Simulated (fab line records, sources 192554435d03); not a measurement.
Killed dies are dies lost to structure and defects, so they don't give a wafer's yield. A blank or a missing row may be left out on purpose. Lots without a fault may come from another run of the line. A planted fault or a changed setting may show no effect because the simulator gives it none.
Chamber matching | flow n5_finfet | N5_SDB_HM_DEP_00 on pecvd-03: 3 sister chambers
The step deposits SiNx from SiH4/NH3/N2, target thk 40 nm, time 35.3 s. 6 wafers are shown with their chamber, then 7 later ones without.

WAFERS WITH THEIR CHAMBER
wafer  | chamber | showerhead_plenum_p_Torr (Torr) | throttle_valve_pct (%)
L395.6 | 0       | 5.25                            | 39.8
L399.3 | 0       | 5.25                            | 39.9
L401.2 | 1       | 5.12                            | 39.3
L401.6 | 2       | 5.21                            | 38.1
L402.1 | 1       | 5.10                            | 39.3
L402.3 | 2       | 5.21                            | 37.8

WAFERS WITHOUT THEIR CHAMBER
wafer  | showerhead_plenum_p_Torr (Torr) | throttle_valve_pct (%)
L402.6 | 5.23                            | 39.9
L410.3 | 5.25                            | 40.4
L410.4 | 5.25                            | 40.6
L410.6 | 5.09                            | 38.9
L412.1 | 5.09                            | 39.1
L412.4 | 5.09                            | 39.1
L412.6 | 5.23                            | 37.9

WHICH CHAMBER EACH WENT THROUGH
wafer  | from the rows above | in truth
L402.6 | 0                   | 0
L410.3 | 0                   | 0
L410.4 | 0                   | 0
L410.6 | 1                   | 1
L412.1 | 1                   | 1
L412.4 | 1                   | 1
L412.6 | 2                   | 2
Placed correctly: 7 of 7. Can't be placed from these rows: 0. Placed wrongly: 0.
How it was worked out, from the rows above alone: a wafer's distance from a chamber is the root of the sum, over the readings, of the square of ((its reading less the chamber's mean) divided by the reading's scatter). The wafer belongs to the nearest chamber; if the next one is less than 2 further off, it can't be placed. A chamber's mean is the mean of its shown wafers. The scatter: the root of (the sum of the squares of (reading less its chamber's mean) over the shown wafers, divided by (wafers less chambers)).
